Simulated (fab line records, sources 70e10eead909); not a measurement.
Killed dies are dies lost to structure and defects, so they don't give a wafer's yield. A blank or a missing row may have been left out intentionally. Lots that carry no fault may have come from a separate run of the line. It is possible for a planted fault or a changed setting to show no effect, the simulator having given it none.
Chamber matching ; flow nand-harc ; ald-hk-03 running NHARC_A_STAIRCASE_ALD_420: 4 sister chambers
The step deposits SiO2, target thk 20 nm, pulse time 6 s, ald cycles 200. 8 wafers are shown with their chamber, then 8 later ones without.

WAFERS WITH THEIR CHAMBER
wafer;chamber;heater-power-outer-w (W);heater-power-w (W)
L074.2;1;238;427
L080.3;2;278;494
L080.4;0;253;495
L080.5;3;316;522
L083.1;1;251;409
L083.2;3;310;535
L083.3;2;275;491
L087.3;0;252;511

WAFERS WHOSE CHAMBER IS MISSING
wafer;heater-power-outer-w (W);heater-power-w (W)
L087.4;299;537
L087.5;258;487
L091.1;304;505
L091.2;263;478
L091.6;299;511
L093.3;252;502
L093.5;254;502
L093.6;309;522

WHICH CHAMBER EACH WENT THROUGH
wafer;from the rows above;in truth
L087.4;3;3
L087.5;can't be placed: 0 or 2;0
L091.1;3;3
L091.2;can't be placed: 2 or 0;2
L091.6;can't be placed: 3 or 2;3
L093.3;0;0
L093.5;0;0
L093.6;3;3
Correctly placed: 5 of 8. Not placeable from these rows: 3 (in 3, the candidates include the true chamber). Number placed wrongly: 0.
How it was worked out, from the rows above alone: a wafer's distance from a chamber is the root of the sum, over the readings, of the square of ((its reading less the chamber's mean) divided by the reading's scatter). The wafer belongs to the nearest chamber; if the next one is less than 2 further off, it can't be placed. Each chamber's mean is taken over the wafers shown for it. The scatter: the root of (the sum of the squares of (reading less its chamber's mean) over the shown wafers, divided by (wafers less chambers)).
